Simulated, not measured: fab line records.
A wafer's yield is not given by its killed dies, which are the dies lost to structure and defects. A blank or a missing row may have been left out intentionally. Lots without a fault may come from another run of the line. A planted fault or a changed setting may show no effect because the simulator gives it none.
Struck lot and sound lot, side by side :: flow n5_finfet :: 20 steps out of a route of 1938
Sound: these wafers, L801.2, L801.4, L801.5. Wafers struck: L802.4, L802.5, L802.6. The cause is given at the end.
Per side, at each step with rows, come the tool, then ch with its chambers, and then its first start. Under that, the readings that differ: sound wafers :: struck wafers :: difference of the means :: sigmas: that difference in standard deviations of wafers without a fault.
alike: same words and numbers on both sides, and readings whose means sit less than 2 such deviations apart. not compared: any withheld reading, any reading some wafer has no value for, any bound like >300 that may hide the same value, and any number with overlapping values for which the record gives no deviation.
A row with sigmas, a row that says differs or no value, or rows on one side alone: a step with any of these is where the two part. Non-overlapping numbers with no deviation appear without sigmas and do not part them. A reading that every wafer of one side lacks parts them only if that side has two wafers or more.

first, 9 steps without rows for these wafers: N5_FIN_SAQP_EXPOSE_13 (exposes mask FIN CORE, target cd 35.6 nm); N5_FIN_SAQP_PEB_14 (peb time 60 s); N5_FIN_SAQP_DEVELOP_15 (develop time 30 s); N5_FIN_SAQP_DESCUM_21 (chemistry O2, time 7.9 s); N5_FIN_SAQP_ETCH_51 (etches SiARC in CF4, target depth 45.5 nm, time 75.8 s); N5_FIN_SAQP_ETCH_52 (etches SOC in N2/H2, target depth 100 nm, overetch 20 nm, time 150 s); N5_FIN_SAQP_STRIP_53 (strips in N2/H2); N5_FIN_SAQP_HM_OPEN_73 (chemistry CHF3/O2, target SiO2, stops on a-Si, target depth 12 nm, time 16.8 s); N5_FIN_SAQP_STRIP_74 (strips in CHF3/O2).
N5_FIN_SAQP_MANDREL_ETCH_22: etches a-Si in HBr/Cl2, stops on SiNx, target depth 60 nm, bt time 10 s, time 30 s.
  sound on rie_si-02 ch 0,1, day 3 22:05; struck on rie_si-02 ch 0,1,2, day 4 04:39
reading: oes_product_au (a.u.)
sound: 0.783 0.753 0.766
struck: 0.653 0.657 0.675
difference: -0.106
sigmas: -8

reading: over_etch_frac
sound: 0.5 0.5 0.5
struck: 0.96404 0.96404 0.96404
difference: +0.46404
sigmas: 

reading: model.SOC_of_FIN_SAQP_COAT_49.thk_nm (nm)
sound: 76.59 77.22 76.8
struck: 68.02 69.62 69.39
difference: -7.86
sigmas: 

reading: model.SiNx_of_FIN_SAQP_PECVD_48.thk_nm (nm)
sound: 25.49 25.1 25.56
struck: 21.35 22.08 21.53
difference: -3.73
sigmas: 
  alike: drypump_motor_current_A, throttle_valve_pct
  not compared: rf_hours_counter_h
then, 7 steps without rows for these wafers: N5_FIN_SAQP_STRIP_55 (strips in N2/H2); N5_FIN_SAQP_STRIP_23 (strips in SPM, time 750 s); N5_FIN_SAQP_SRD_66 (time 30 s); N5_FIN_SAQP_RECESS_75 (chemistry HF/NH3, target SiO2, target depth 14.4 nm, afs cycles 3, sublimation time 60 s); N5_FIN_SAQP_SPACER1_ALD_24 (deposits SiO2, target thk 20.3 nm, pulse time 1 s, purge time 2 s); N5_FIN_SAQP_SPACER1_ETCHBACK_25 (etches SiO2 in CHF3/O2, target depth 24.4 nm, time 12.2 s); N5_FIN_SAQP_MANDREL1_REMOVE_56 (chemistry HBr/Cl2/O2, target a-Si, stops on SiNx, bt time 10 s).
N5_FIN_SAQP_ETCH_57: etches SiNx in CH3F/O2, target depth 32.5 nm, time 46.4 s.
  sound on rie_diel-01 ch 1,2, day 3 23:59; struck on rie_diel-03 ch 0,1,3, day 4 07:41
reading: etch_rf_on_time_s (s)
sound: 47.4 47.3 48.1
struck: 39.6 40.9 38.8
difference: -7.8
sigmas: -8

reading: model.etch.depth_nm (nm)
sound: 25.49 25.1 25.56
struck: 21.35 22.08 21.53
difference: -3.73
sigmas: 
  alike: drypump_motor_current_A, oes_product_au, rf_vpp_V, showerhead_plenum_p_Torr, throttle_valve_pct
  not compared: rf_hours_counter_h
then, 1 step without rows for these wafers: N5_FIN_SAQP_ETCH_65 (etches SiO2 in CF4, target depth 4 nm, time 4.4 s).
-- the record jumps here: 6 days lie between the struck wafers' starts before and after (it left off in module FIN_SAQP and takes up again in module BEOL_M4, whose first step shown is number 1111 of the route) --
N5_BEOL_M4_RC_MEAS_101:
  sound on prober-02 ch 0, day 9 15:44; struck on prober-02 ch 0, day 10 08:14
  alike: DIBL_N, DIBL_P, IOFF_N, IOFF_P, ION_N, ION_P, SS_N, SS_P, VT_N, VT_P

## WHERE THEY PART
First at N5_FIN_SAQP_MANDREL_ETCH_22; last, within this record, at N5_FIN_SAQP_ETCH_57. Later steps at which nothing parts them and some readings are alike: N5_BEOL_M4_RC_MEAS_101.

WHY: the cause the simulator had injected
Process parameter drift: rie_si-02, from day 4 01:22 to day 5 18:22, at N5_FIN_SAQP_MANDREL_ETCH_22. Setting over_etch_frac, moved by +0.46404, from 0.5. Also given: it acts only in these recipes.
